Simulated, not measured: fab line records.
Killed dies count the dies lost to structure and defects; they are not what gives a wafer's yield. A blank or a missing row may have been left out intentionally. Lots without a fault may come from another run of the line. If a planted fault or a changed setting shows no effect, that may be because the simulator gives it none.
fab line records | flow n5-finfet
record lots=24 wafers=72 last-day=19
route steps=1938 shown BEOL_M14@1749 BEOL_M15@1786 MIM_BOT@1833
lots that met no fault: taken from a fault-free run of the same line
start-h: hours from the record's opening day to when the first of the lot's shown wafers began | wait-h: hours since the lot's step before | " as in the row above | L1.1+2: one row covering several wafers at once | - value missing, or start not given | * or withheld: withheld | < > ~ a bound
route shown NAME@n: a module of which the file shows steps, and the number in the route of the first | usual: the fault-free wafers' mean and standard deviation | same: alike in all rows | chamber/n: place in a boat | sites: each site's reading | _std_site: the values' standard deviation | _edge_site: inner sites' mean taken away from outer sites' mean | radius-mm: for every site, how far away it sits from the centre of the wafer | mask NAME#n: copy n | behind: the tool/chamber that last shaped the wafer | hold: what put the lot on hold/how long, in hours/how the hold closed | device: transistor that didn't switch, given as n, p or np | end of line: tests run on the same wafers once the route is complete | step lacking rows: just its recipe | killed: at the first sort, the dies lost to defects and structure; wafer yield is something else | map: a wafer's dies, x killed, . not, _ none there
set.NAME: the setting that was run; set.NAME@STEP: the one run at that earlier step | model.NAME: the simulator's own value behind a step, which no gauge read
a sample of lots followed through the steps of the route, with each step as a table and each wafer as a row
services: a tool's chamber out of use, with start hour (start-h, from the record's first day; less than 0 if before it), hours out, and reason
## steps
# step N5_BEOL_M14_DESCUM_33
# recipe chemistry=O2 time-s=7.9 source-power-w=50 bias-power-w=20 pressure-mtorr=20 rf-frequency-hz=2.712e+07 temp-c=40 o2-flow-sccm=225
# usual drypump-motor-current-A=5.7/0.4 oes-product-au=0.81/0.096 rf-vpp-V=243.2/1 showerhead-plenum-p-Torr=2.09/0.039 throttle-valve-pct=20.41/0.23
# columns lot.wafer tool chamber start-h wait-h drypump-motor-current-A oes-product-au rf-hours-counter-h rf-vpp-V showerhead-plenum-p-Torr throttle-valve-pct
L074.3 rie-diel-02 2 280.15 0.1 5.8 0.82 80 244.7 2.12 20.42
L074.5 " 3 " " 6.4 0.86 - 244.8 2.21 20.31
L074.6 " 2 " " 5.8 0.81 - 243.7 2.12 20.43
L075.2 rie-diel-02 2 289.99 0.3 5.8 0.81 85 244.0 2.12 20.45
L075.3 " 3 " " 6.3 0.86 60 245.7 2.21 20.32
L075.5 " 2 " " 5.8 0.80 - 243.6 2.12 20.44
L076.1 rie-diel-05 3 291.03 0.5 5.3 0.83 70 242.1 2.11 20.26
L076.2 " 1 " " 5.4 0.71 211 241.8 2.06 20.69
L076.6 " 0 " " 6.2 0.69 - 242.1 2.09 20.87
L077.1 rie-diel-06 0 294.31 0.1 5.8 0.85 71 243.6 2.11 20.43
L077.2 " 3 " " 5.8 0.70 214 241.8 2.08 20.66
L077.6 " 0 " " 5.8 0.84 - 242.8 2.11 20.43
L078.1 rie-diel-06 2 307.33 0.1 6.3 0.69 245 242.7 2.05 20.49
L078.3 " 1 " " 5.8 0.79 79 243.8 2.10 20.06
L078.4 " 3 " " 5.8 0.70 219 243.7 2.08 20.64
L080.3 rie-diel-05 0 309.00 0.0 6.2 0.69 216 242.0 2.09 20.86
L080.5 " 0 " " 6.2 0.69 - 243.3 2.09 20.85
L080.6 " 3 " " 5.3 0.83 - 242.7 2.11 20.28
L079.1 rie-diel-02 1 312.99 0.0 5.0 0.96 4 241.7 2.06 20.17
L079.3 " 2 " " 5.8 0.80 95 244.2 2.11 20.45
L079.6 " 2 " " 5.8 0.80 - 243.6 2.11 20.46
L081.1 rie-diel-06 0 316.78 0.0 5.8 0.83 81 242.0 2.11 20.45
L081.2 " 1 " " 5.8 0.79 84 244.2 2.09 20.06
L081.5 " 2 " " 6.3 0.69 - 242.4 2.05 20.50
L082.1 rie-diel-05 2 325.94 0.0 5.5 0.93 10 240.6 2.06 20.13
L082.2 " 0 " " 6.2 0.68 224 242.2 2.09 20.87
L082.6 " 3 " " 5.3 0.81 - 244.1 2.10 20.28
L083.1 rie-diel-05 0 329.17 0.0 6.3 0.68 226 243.2 2.09 20.87
L083.2 " 2 " " 5.5 0.92 12 241.4 2.06 20.13
L083.3 " 3 " " 5.3 0.81 84 244.8 2.10 20.30
L084.1 rie-diel-02 2 333.78 0.1 5.8 0.80 103 243.6 2.11 20.47
L084.5 " 1 " " 5.0 0.94 - 242.7 2.06 20.19
L084.6 " 2 " " 5.8 0.79 - 243.0 2.11 20.45
L087.2 rie-diel-02 0 342.02 0.3 5.2 0.87 30 243.7 2.14 20.44
L087.5 " 1 " " 5.0 0.93 - 243.2 2.05 20.21
L087.6 " 0 " " 5.2 0.86 - 244.1 2.14 20.44
L085.1 rie-diel-05 2 349.73 0.2 5.5 0.91 19 242.6 2.06 20.15
L085.3 " 3 " " 5.3 0.80 93 242.5 2.10 20.30
L085.6 " 3 " " 5.3 0.81 - 242.1 2.10 20.30
L086.1 rie-diel-05 0 357.17 0.0 6.2 0.67 236 241.3 2.08 20.90
L086.3 " 2 " " 5.5 0.90 21 242.3 2.06 20.16
L086.5 " 0 " " 6.3 0.67 - 243.4 2.08 20.89
L089.1 rie-diel-05 3 363.63 0.0 5.3 0.80 97 242.4 2.10 20.31
L089.3 " 1 " " 5.4 0.68 238 243.3 2.05 20.71
L089.6 " 0 " " 6.2 0.66 - 242.4 2.08 20.93
L091.1 rie-diel-06 3 368.50 0.0 5.8 0.67 245 242.1 2.07 20.70
L091.4 " 1 " " 5.7 0.78 105 243.0 2.09 20.09
L091.6 " 2 " " 6.3 1.03 - 243.0 2.05 20.18
L088.3 rie-diel-05 1 369.29 0.0 5.4 0.69 241 241.9 2.05 20.73
L088.5 " 2 " " 5.5 0.90 - 241.7 2.06 20.16
L088.6 " 1 " " 5.4 0.68 - 242.1 2.05 20.74
L092.2 rie-diel-06 1 376.94 0.0 5.8 0.78 107 242.2 2.09 20.07
L092.3 " 2 " " 6.3 1.02 3 242.3 2.04 20.20
L092.6 " 0 " " 5.8 0.81 - 243.3 2.10 20.49
L090.1 rie-diel-06 1 383.33 0.0 5.8 0.77 109 242.2 2.09 20.10
L090.3 " 0 " " 5.8 0.81 105 242.7 2.10 20.48
L090.5 " 3 " " 5.8 0.67 - 243.7 2.07 20.72
L093.1 rie-diel-02 0 401.09 0.0 5.2 0.85 44 243.5 2.13 20.46
L093.3 " 1 " " 4.9 0.87 38 241.7 2.05 20.24
L093.5 " 0 " " 5.2 0.85 - 244.0 2.13 20.48
L095.1 rie-diel-06 0 405.90 0.0 5.8 0.80 115 242.7 2.10 20.51
L095.4 " 1 " " 5.7 0.77 - 243.1 2.08 20.12
L095.6 " 0 " " 5.8 0.79 - 244.0 2.10 20.52
L094.1 rie-diel-06 0 413.90 0.0 5.8 0.80 119 244.0 2.10 20.52
L094.2 " 3 " " 5.8 0.98 2 242.3 2.07 20.37
L094.5 " 2 " " 6.3 0.95 - 242.0 2.04 20.21
L097.1 rie-diel-06 1 425.89 0.0 5.7 0.76 126 244.1 2.08 20.14
L097.3 " 0 " " 5.8 0.79 123 244.3 2.09 20.51
L097.6 " 2 " " 6.3 0.95 - 244.8 2.04 20.20
L096.1 rie-diel-06 3 427.67 0.1 5.8 0.95 7 242.0 2.07 20.36
L096.3 " 1 " " 5.7 0.76 127 242.7 2.08 20.13
L096.4 " 2 " " 6.3 0.94 24 242.9 2.04 20.23
# step N5_BEOL_M14_DEGAS_41
# recipe ambient=vacuum temp-c=300 time-s=60
# usual heater-power-w=482/52
# columns lot.wafer tool chamber start-h wait-h heater-power-w
L074.3 pvd-sputter-03 - 281.07 0.0 438
L074.5 " - " " 496
L074.6 " - " " 437
L075.2 pvd-sputter-01 - 292.51 1.1 439
L075.3 " - " " 502
L075.5 " - " " 542
L076.1 pvd-sputter-03 - 294.01 1.0 441
L076.2 " - " " 428
L076.6 " - " " 509
L077.1 pvd-sputter-03 - 297.83 0.2 433
L077.2 " - " " 465
L077.6 " - " " 422
L078.1 pvd-sputter-01 - 309.70 0.4 509
L078.3 " - " " 449
L078.4 " - " " 551
L080.3 pvd-sputter-01 - 310.28 0.0 514
L080.5 " - " " 520
L080.6 " - " " 538
L079.1 pvd-sputter-01 - 316.12 0.4 513
L079.3 " - " " 546
L079.6 " - " " 447
L081.1 pvd-sputter-03 - 319.13 0.4 428
L081.2 " - " " 453
L081.5 " - " " 422
L082.1 pvd-sputter-01 - 329.73 0.8 521
L082.2 " - " " 504
L082.6 " - " " 528
L083.1 pvd-sputter-02 - 330.53 0.2 404
L083.2 " - " " 401
L083.3 " - " " 479
L084.1 pvd-sputter-03 - 335.16 0.5 435
L084.5 " - " " 503
L084.6 " - " " 457
L087.2 pvd-sputter-02 - 343.65 0.1 409
L087.5 " - " " 474
L087.6 " - " " 408
L085.1 pvd-sputter-02 - 355.93 0.2 472
L085.3 " - " " 420
L085.6 " - " " 414
L086.1 pvd-sputter-01 - 360.59 0.3 523
L086.3 " - " " 507
L086.5 " - " " 553
L089.1 pvd-sputter-02 - 367.98 1.6 583
L089.3 " - " " 413
L089.6 " - " " 582
L091.1 pvd-sputter-02 - 373.77 0.2 406
L091.4 " - " " 413
L091.6 " - " " 567
L088.3 pvd-sputter-03 - 374.19 0.2 471
L088.5 " - " " 437
L088.6 " - " " 491
L092.2 pvd-sputter-01 - 379.17 0.2 512
L092.3 " - " " 525
L092.6 " - " " 525
L090.1 pvd-sputter-01 - 386.72 0.4 446
L090.3 " - " " 554
L090.5 " - " " 573
L093.1 pvd-sputter-01 - 403.92 0.2 534
L093.3 " - " " 508
L093.5 " - " " 452
L095.1 pvd-sputter-01 - 407.94 0.4 552
L095.4 " - " " 516
L095.6 " - " " 499
L094.1 pvd-sputter-03 - 415.32 0.5 466
L094.2 " - " " 496
L094.5 " - " " 423
L097.1 pvd-sputter-02 - 427.43 0.3 597
L097.3 " - " " 480
L097.6 " - " " 405
L096.1 pvd-sputter-03 - 430.75 0.2 499
L096.3 " - " " 431
L096.4 " - " " 435
# step N5_BEOL_M15_DESCUM_15
# recipe chemistry=O2 time-s=7.9 source-power-w=50 bias-power-w=20 pressure-mtorr=20 rf-frequency-hz=2.712e+07 temp-c=40 o2-flow-sccm=225
# usual drypump-motor-current-A=5.8/0.52 oes-product-au=0.76/0.081 rf-vpp-V=242.9/1.3 showerhead-plenum-p-Torr=2.08/0.071 throttle-valve-pct=20.53/0.29
# columns lot.wafer tool chamber start-h wait-h drypump-motor-current-A oes-product-au rf-hours-counter-h rf-vpp-V showerhead-plenum-p-Torr throttle-valve-pct
L074.3 rie-diel-01 1 283.33 0.3 6.2 0.69 220 241.7 1.97 20.61
L074.5 " 3 " " 6.2 0.72 - 244.7 2.17 20.31
L074.6 " 2 " " 5.7 0.74 - 245.2 2.14 20.54
L075.2 rie-diel-03 2 294.97 0.3 4.7 0.74 180 244.8 2.18 20.91
L075.3 " 0 " " 5.0 0.70 189 242.0 2.09 20.88
L075.5 " 1 " " 6.1 0.70 - 243.9 2.17 20.75
L076.1 rie-diel-04 2 296.11 0.0 5.2 0.89 29 242.7 2.05 20.26
L076.2 " 0 " " 5.9 0.67 246 244.5 2.14 20.34
L076.6 " 2 " " 5.3 0.89 - 242.9 2.05 20.24
L077.1 rie-diel-03 3 301.88 0.0 6.4 0.81 99 242.0 2.03 20.45
L077.2 " 0 " " 5.0 0.70 192 243.2 2.09 20.87
L077.6 " 0 " " 5.0 0.70 - 243.7 2.09 20.89
L078.1 rie-diel-04 1 311.79 0.0 6.1 0.75 160 241.6 2.00 20.79
L078.3 " 3 " " 5.9 0.72 209 243.0 2.06 20.52
L078.4 " 3 " " 5.9 0.72 - 241.7 2.06 20.55
L080.3 rie-diel-01 1 312.77 0.1 6.2 0.69 230 240.5 1.97 20.61
L080.5 " 0 " " 6.1 0.86 - 241.5 2.05 20.00
L080.6 " 1 " " 6.2 0.69 - 240.5 1.97 20.60
L079.1 rie-diel-01 0 318.10 0.0 6.1 0.86 40 241.6 2.05 20.01
L079.3 " 1 " " 6.3 0.69 231 241.6 1.97 20.63
L079.6 " 1 " " 6.2 0.69 - 241.6 1.97 20.63
L081.1 rie-diel-04 2 321.10 0.0 5.2 0.88 39 242.7 2.04 20.27
L081.2 " 3 " " 5.9 0.72 214 243.9 2.05 20.53
L081.5 " 3 " " 6.0 0.72 - 241.4 2.05 20.54
L082.1 rie-diel-04 2 331.70 0.0 5.2 0.87 42 242.2 2.04 20.25
L082.2 " 1 " " 6.1 0.75 167 242.0 1.99 20.78
L082.6 " 1 " " 6.1 0.75 - 241.8 1.99 20.79
L083.1 rie-diel-03 3 332.63 0.0 6.4 0.80 111 241.9 2.03 20.48
L083.2 " 1 " " 6.1 0.70 235 242.2 2.17 20.75
L083.3 " 2 " " 4.7 0.72 194 244.1 2.17 20.96
L084.1 rie-diel-04 1 337.14 0.0 6.1 0.73 170 242.7 1.99 20.78
L084.5 " 1 " " 6.1 0.74 - 242.1 1.99 20.79
L084.6 " 3 " " 6.0 0.71 - 244.2 2.05 20.56
L087.2 rie-diel-01 3 346.20 0.2 6.2 0.72 219 245.0 2.17 20.33
L087.5 " 2 " " 5.7 0.72 - 245.4 2.14 20.55
L087.6 " 3 " " 6.2 0.71 - 244.3 2.16 20.36
L085.1 rie-diel-01 0 358.41 0.0 6.1 0.84 52 243.0 2.04 20.02
L085.3 " 2 " " 5.7 0.71 221 243.2 2.14 20.57
L085.6 " 2 " " 5.7 0.72 - 244.8 2.14 20.57
L086.1 rie-diel-01 0 362.69 0.0 6.1 0.84 54 241.9 2.04 20.02
L086.3 " 2 " " 5.7 0.71 222 244.5 2.14 20.57
L086.5 " 1 " " 6.3 0.67 - 240.7 1.96 20.65
L089.1 rie-diel-01 3 371.82 0.0 6.2 0.71 226 244.4 2.16 20.35
L089.3 " 2 " " 5.7 0.72 224 244.3 2.14 20.57
L089.6 " 2 " " 5.7 0.71 - 243.7 2.13 20.59
L091.1 rie-diel-04 1 376.01 0.0 6.1 0.73 178 242.2 1.99 20.81
L091.4 " 3 " " 5.9 0.70 231 242.9 2.05 20.57
L091.6 " 2 " " 5.2 0.84 - 242.0 2.04 20.30
L088.3 rie-diel-01 1 376.64 0.0 6.2 0.67 250 240.8 1.96 20.65
L088.5 " 3 " " 6.2 0.69 - 244.5 2.16 20.36
L088.6 " 1 " " 6.2 0.66 - 241.1 1.96 20.64
L092.2 rie-diel-03 2 381.15 0.0 4.7 0.72 210 242.8 2.17 20.98
L092.3 " 0 " " 5.0 0.68 214 243.1 2.08 20.92
L092.6 " 2 " " 4.7 0.72 - 242.7 2.17 20.96
L090.1 rie-diel-04 2 389.20 0.0 5.2 0.84 61 241.8 2.04 20.29
L090.3 " 3 " " 5.9 0.70 235 241.7 2.05 20.58
L090.5 " 0 " " 5.9 0.94 - 243.5 2.14 19.81
L093.1 rie-diel-03 2 407.00 0.0 4.7 0.72 219 244.1 2.16 20.99
L093.3 " 1 " " 6.1 0.99 2 245.1 2.16 20.39
L093.5 " 3 " " 6.4 0.77 - 241.5 2.02 20.53
L095.1 rie-diel-03 2 410.74 0.6 4.7 0.71 221 244.0 2.16 21.00
L095.4 " 0 " " 5.0 0.67 225 242.6 2.08 20.92
L095.6 " 2 " " 4.8 0.71 - 241.8 2.16 20.99
L094.1 rie-diel-04 3 417.87 0.1 5.9 0.69 244 242.6 2.04 20.59
L094.2 " 1 " " 6.1 0.73 192 241.0 1.98 20.83
L094.5 " 3 " " 5.9 0.69 - 242.3 2.04 20.59
L097.1 rie-diel-03 3 429.64 0.0 6.4 0.76 144 240.9 2.02 20.51
L097.3 " 1 " " 6.1 0.96 9 244.7 2.16 20.38
L097.6 " 2 " " 4.7 0.71 - 243.7 2.16 20.99
L096.1 rie-diel-01 3 433.77 0.0 6.2 0.69 247 244.0 2.15 20.38
L096.3 " 2 " " 5.7 0.69 245 244.0 2.13 20.61
L096.4 " 0 " " 6.1 0.81 73 243.2 2.03 20.06
# step N5_BEOL_M15_STRIP_63
# recipe chemistry=O2 power-w=600 temp-c=60 pressure-mtorr=30 rf-frequency-hz=6e+07 bias-power-w=0 overash-fraction=0.3 o2-flow-sccm=225
# usual drypump-motor-current-A=5.8/0.52 oes-product-au=0.76/0.081 rf-vpp-V=3.7/0.72 showerhead-plenum-p-Torr=2.08/0.071 throttle-valve-pct=16.78/0.28
# columns lot.wafer tool chamber start-h wait-h drypump-motor-current-A oes-product-au rf-hours-counter-h rf-vpp-V showerhead-plenum-p-Torr throttle-valve-pct
L074.3 rie-diel-01 1 - - 6.3 0.69 220 4.7 1.98 16.88
L074.5 " 3 " " 6.2 0.72 - 4.9 2.18 16.56
L074.6 " 2 " " 5.7 0.74 - 3.0 2.15 16.78
L075.2 rie-diel-03 2 - - 4.7 0.74 180 4.2 2.18 17.14
L075.3 " 0 " " 5.0 0.68 189 4.5 2.09 17.07
L075.5 " 1 " " 6.1 0.70 - 5.1 2.17 16.99
L076.1 rie-diel-04 2 - - 5.3 0.89 29 3.3 2.05 16.47
L076.2 " 0 " " 5.9 0.67 247 3.4 2.15 16.64
L076.6 " 2 " " 5.2 0.88 - 4.1 2.05 16.47
L077.1 rie-diel-03 3 - - 6.4 0.80 100 3.8 2.04 16.66
L077.2 " 0 " " 5.0 0.69 192 3.4 2.09 17.08
L077.6 " 0 " " 5.0 0.70 - 4.4 2.09 17.06
L078.1 rie-diel-04 1 - - 6.1 0.75 160 3.1 2.00 16.99
L078.3 " 3 " " 5.9 0.71 209 4.3 2.06 16.84
L078.4 " 3 " " 6.0 0.72 - 3.5 2.06 16.83
L080.3 rie-diel-01 1 - - 6.2 0.68 230 4.6 1.97 16.87
L080.5 " 0 " " 6.1 0.87 - 3.7 2.05 16.29
L080.6 " 1 " " 6.3 0.68 - 1.9 1.97 16.88
L079.1 rie-diel-01 0 - - 6.1 0.87 40 3.9 2.05 16.27
L079.3 " 1 " " 6.2 0.69 232 2.8 1.97 16.92
L079.6 " 1 " " 6.2 0.68 - 3.0 1.97 16.88
L081.1 rie-diel-04 2 - - 5.2 0.88 40 4.5 2.05 16.48
L081.2 " 3 " " 5.9 0.71 214 4.2 2.06 16.83
L081.5 " 3 " " 5.9 0.71 - 2.5 2.06 16.81
L082.1 rie-diel-04 2 - - 5.2 0.86 43 4.1 2.05 16.49
L082.2 " 1 " " 6.1 0.73 168 3.5 2.00 17.02
L082.6 " 1 " " 6.1 0.74 - 3.3 2.00 17.01
L083.1 rie-diel-03 3 - - 6.3 0.80 111 4.0 2.03 16.69
L083.2 " 1 " " 6.1 0.70 236 2.6 2.17 17.02
L083.3 " 2 " " 4.7 0.73 194 5.1 2.18 17.16
L084.1 rie-diel-04 1 - - 6.1 0.74 170 3.2 2.00 17.03
L084.5 " 1 " " 6.1 0.74 - 4.1 2.00 17.02
L084.6 " 3 " " 6.0 0.71 - 4.4 2.06 16.85
L087.2 rie-diel-01 3 - - 6.2 0.71 219 4.7 2.17 16.58
L087.5 " 2 " " 5.7 0.71 - 3.7 2.14 16.85
L087.6 " 3 " " 6.2 0.70 - 3.8 2.17 16.59
L085.1 rie-diel-01 0 - - 6.2 0.85 52 3.9 2.05 16.30
L085.3 " 2 " " 5.7 0.71 221 2.7 2.14 16.87
L085.6 " 2 " " 5.7 0.71 - 4.0 2.14 16.85
L086.1 rie-diel-01 0 - - 6.1 0.84 54 3.6 2.04 16.29
L086.3 " 2 " " 5.7 0.73 222 4.1 2.14 16.87
L086.5 " 1 " " 6.2 0.67 - 3.0 1.97 16.90
L089.1 rie-diel-01 3 - - 6.2 0.71 226 3.4 2.17 16.60
L089.3 " 2 " " 5.7 0.70 224 4.2 2.14 16.87
L089.6 " 2 " " 5.7 0.71 - 2.2 2.14 16.88
L091.1 rie-diel-04 1 - - 6.1 0.74 179 2.7 1.99 17.03
L091.4 " 3 " " 5.9 0.70 231 4.2 2.05 16.88
L091.6 " 2 " " 5.2 0.84 - 3.2 2.04 16.50
L088.3 rie-diel-01 1 - - 6.2 0.67 250 4.4 1.96 16.91
L088.5 " 3 " " 6.2 0.70 - 3.2 2.17 16.62
L088.6 " 1 " " 6.2 0.68 - 4.9 1.97 16.93
L092.2 rie-diel-03 2 - - 4.7 0.72 210 4.3 2.17 17.21
L092.3 " 0 " " 5.0 0.68 215 3.5 2.08 17.11
L092.6 " 2 " " 4.7 0.72 - 4.2 2.17 17.19
L090.1 rie-diel-04 2 - - 5.3 0.84 61 3.6 2.04 16.48
L090.3 " 3 " " 6.0 0.70 235 4.9 2.05 16.88
L090.5 " 0 " " 5.9 0.95 - 4.4 2.14 16.12
L093.1 rie-diel-03 2 - - 4.7 0.70 219 4.6 2.17 17.22
L093.3 " 1 " " 6.1 0.98 3 3.8 2.16 16.57
L093.5 " 3 " " 6.4 0.78 - 4.0 2.02 16.73
L095.1 rie-diel-03 2 - - 4.7 0.72 221 3.2 2.17 17.21
L095.4 " 0 " " 5.0 0.68 225 5.2 2.08 17.13
L095.6 " 2 " " 4.7 0.72 - 3.0 2.17 17.21
L094.1 rie-diel-04 3 - - 5.9 0.69 244 4.0 2.05 16.89
L094.2 " 1 " " 6.1 0.73 192 5.0 1.99 17.06
L094.5 " 3 " " 5.9 0.70 - 3.4 2.05 16.88
L097.1 rie-diel-03 3 - - 6.3 0.76 144 3.6 2.02 16.75
L097.3 " 1 " " 6.1 0.95 9 3.9 2.16 16.56
L097.6 " 2 " " 4.7 0.71 - 4.6 2.17 17.22
L096.1 rie-diel-01 3 - - 6.2 0.68 248 4.5 2.16 16.62
L096.3 " 2 " " 5.7 0.70 245 4.6 2.13 16.93
L096.4 " 0 " " 6.1 0.82 74 3.3 2.04 16.36
# step N5_BEOL_M15_SPUTTER_44
# recipe material=Ta target-thk-a=150 temp-c=50 bias-v=80 power-w=15000 chamber-pressure-pa=0.07 time-s=24.19
# usual throttle-valve-pct=30.1/0.97
# columns lot.wafer tool chamber start-h wait-h throttle-valve-pct
L074.3 pvd-sputter-02 - 288.82 0.0 31.2
L074.5 " - " " 31.5
L074.6 " - " " 29.9
L075.2 pvd-sputter-03 - 297.35 0.0 30.8
L075.3 " - " " 28.4
L075.5 " - " " 30.1
L076.1 pvd-sputter-03 - 300.73 0.0 30.3
L076.2 " - " " 29.9
L076.6 " - " " 30.9
L077.1 pvd-sputter-02 - 305.02 0.0 30.8
L077.2 " - " " 29.6
L077.6 " - " " 29.6
L078.1 pvd-sputter-01 - 316.60 0.0 32.0
L078.3 " - " " 29.5
L078.4 " - " " 30.2
L080.3 pvd-sputter-02 - 317.71 0.0 30.0
L080.5 " - " " 30.8
L080.6 " - " " 31.2
L079.1 pvd-sputter-03 - 320.81 0.0 30.1
L079.3 " - " " 30.1
L079.6 " - " " 31.1
L081.1 pvd-sputter-01 - 325.20 0.0 31.7
L081.2 " - " " 30.0
L081.5 " - " " 29.3
L082.1 pvd-sputter-02 - 335.45 0.0 29.7
L082.2 " - " " 30.4
L082.6 " - " " 29.9
L083.1 pvd-sputter-03 - 335.92 0.0 29.9
L083.2 " - " " 31.0
L083.3 " - " " 28.6
L084.1 pvd-sputter-03 - 339.60 0.0 30.9
L084.5 " - " " 29.9
L084.6 " - " " 30.9
L087.2 pvd-sputter-03 - 349.37 0.0 29.8
L087.5 " - " " 30.0
L087.6 " - " " 29.9
L085.1 pvd-sputter-01 - 361.25 0.0 30.0
L085.3 " - " " 29.8
L085.6 " - " " 29.8
L086.1 pvd-sputter-02 - 366.00 0.0 31.3
L086.3 " - " " 29.8
L086.5 " - " " 31.3
L089.1 pvd-sputter-01 - 374.63 0.0 28.9
L089.3 " - " " 29.2
L089.6 " - " " 30.4
L091.1 pvd-sputter-02 - 379.21 0.0 29.4
L091.4 " - " " 29.6
L091.6 " - " " 30.1
L088.3 pvd-sputter-02 - 379.69 0.0 31.4
L088.5 " - " " 30.6
L088.6 " - " " 29.8
L092.2 pvd-sputter-01 - 387.36 0.0 29.2
L092.3 " - " " 29.0
L092.6 " - " " 28.5
L090.1 pvd-sputter-02 - 395.53 0.0 30.3
L090.3 " - " " 29.8
L090.5 " - " " 30.5
L093.1 pvd-sputter-01 - 411.48 0.0 30.0
L093.3 " - " " 29.0
L093.5 " - " " 30.0
L095.1 pvd-sputter-03 - 416.10 0.0 30.9
L095.4 " - " " 29.9
L095.6 " - " " 30.9
L094.1 pvd-sputter-01 - 424.02 0.0 28.8
L094.2 " - " " 32.2
L094.5 " - " " 31.9
L097.1 pvd-sputter-03 - 433.33 0.0 29.9
L097.3 " - " " 28.3
L097.6 " - " " 28.4
L096.1 pvd-sputter-01 - 441.67 0.0 29.3
L096.3 " - " " 28.8
L096.4 " - " " 30.2
# step N5_MIM_BOT_SPUTTER_00
# recipe material=TiN target-thk-a=350 temp-c=200 power-w=3000 chamber-pressure-pa=0.49996 gas=Ar reactive-partial-pa=0.37997 time-s=89.7
# usual throttle-valve-pct=30.1/0.92
# columns lot.wafer tool chamber start-h wait-h throttle-valve-pct
L074.3 pvd-sputter-03 - 291.97 0.0 30.3
L074.5 " - " " 30.7
L074.6 " - " " 29.8
L075.2 pvd-sputter-03 - 300.49 0.0 30.3
L075.3 " - " " 28.4
L075.5 " - " " 29.9
L076.1 pvd-sputter-02 - 304.10 0.0 30.3
L076.2 " - " " 31.3
L076.6 " - " " 29.7
L077.1 pvd-sputter-01 - 308.62 0.0 31.9
L077.2 " - " " 28.7
L077.6 " - " " 30.1
L078.1 pvd-sputter-03 - 319.53 0.0 29.8
L078.3 " - " " 28.2
L078.4 " - " " 30.2
L080.3 pvd-sputter-03 - 320.37 0.0 28.3
L080.5 " - " " 30.2
L080.6 " - " " 30.0
L079.1 pvd-sputter-01 - 324.70 0.0 29.1
L079.3 " - " " 29.8
L079.6 " - " " 28.8
L081.1 pvd-sputter-02 - 330.35 0.0 29.2
L081.2 " - " " 31.0
L081.5 " - " " 29.6
L082.1 pvd-sputter-03 - 338.72 0.0 29.7
L082.2 " - " " 31.1
L082.6 " - " " 30.0
L083.1 pvd-sputter-02 - 338.77 0.0 29.5
L083.2 " - " " 30.5
L083.3 " - " " 31.2
L084.1 pvd-sputter-03 - 342.41 0.0 28.3
L084.5 " - " " 30.0
L084.6 " - " " 28.3
L087.2 pvd-sputter-01 - 353.21 0.0 31.9
L087.5 " - " " 30.3
L087.6 " - " " 31.9
L085.1 pvd-sputter-02 - 365.40 0.0 30.0
L085.3 " - " " 31.2
L085.6 " - " " 30.7
L086.1 pvd-sputter-01 - 368.69 0.0 30.3
L086.3 " - " " 28.9
L086.5 " - " " 29.2
L089.1 pvd-sputter-03 - 378.95 0.0 30.9
L089.3 " - " " 30.0
L089.6 " - " " 30.2
L091.1 pvd-sputter-03 - 382.43 0.0 31.1
L091.4 " - " " 29.6
L091.6 " - " " 30.6
L088.3 pvd-sputter-03 - 383.07 0.0 30.1
L088.5 " - " " 30.9
L088.6 " - " " 29.9
L092.2 pvd-sputter-03 - 391.07 0.0 30.9
L092.3 " - " " 30.5
L092.6 " - " " 29.6
L090.1 pvd-sputter-03 - 399.40 0.0 31.0
L090.3 " - " " 28.3
L090.5 " - " " 29.8
L093.1 pvd-sputter-01 - 414.82 0.0 28.9
L093.3 " - " " 29.5
L093.5 " - " " 28.8
L095.1 pvd-sputter-02 - 419.15 0.0 31.1
L095.4 " - " " 29.9
L095.6 " - " " 30.5
L094.1 pvd-sputter-02 - 427.35 0.0 29.6
L094.2 " - " " 30.5
L094.5 " - " " 30.4
L097.1 pvd-sputter-01 - 436.14 0.0 29.3
L097.3 " - " " 31.9
L097.6 " - " " 31.7
L096.1 pvd-sputter-02 - 444.83 0.0 29.7
L096.3 " - " " 30.7
L096.4 " - " " 29.8
## services
# columns tool chamber start-h hours kind
rie-diel-02 2 274.60 2.7 repair
rie-diel-01 3 288.09 4.2 repair
rie-diel-06 2 318.16 10.9 repair
rie-diel-02 0 359.18 8.3 repair
rie-diel-04 1 360.52 12.7 repair
rie-diel-01 0 369.92 15.6 repair
rie-diel-01 1 385.57 - clean
rie-diel-01 1 385.57 - consumable-replace:focus-ring
rie-diel-01 1 385.57 - consumable-replace:showerhead
rie-diel-01 1 385.57 23.5 scheduled-down
rie-diel-01 1 385.57 23.5 vent-cycle
rie-diel-01 3 388.99 2.6 repair
rie-diel-02 0 396.89 2.6 repair
pvd-sputter-02 - 398.94 1.0 repair
rie-diel-01 2 401.92 6.6 repair
rie-diel-01 3 404.40 2.4 repair
rie-diel-01 1 411.12 6.8 repair
rie-diel-04 2 415.57 6.4 repair
rie-diel-06 1 428.94 21.8 repair
pvd-sputter-02 - 432.27 1.7 repair
rie-diel-01 3 439.82 - clean
rie-diel-01 3 439.82 - consumable-replace:focus-ring
rie-diel-01 3 439.82 15.1 scheduled-down
rie-diel-01 3 439.82 15.1 vent-cycle
## key
fault none
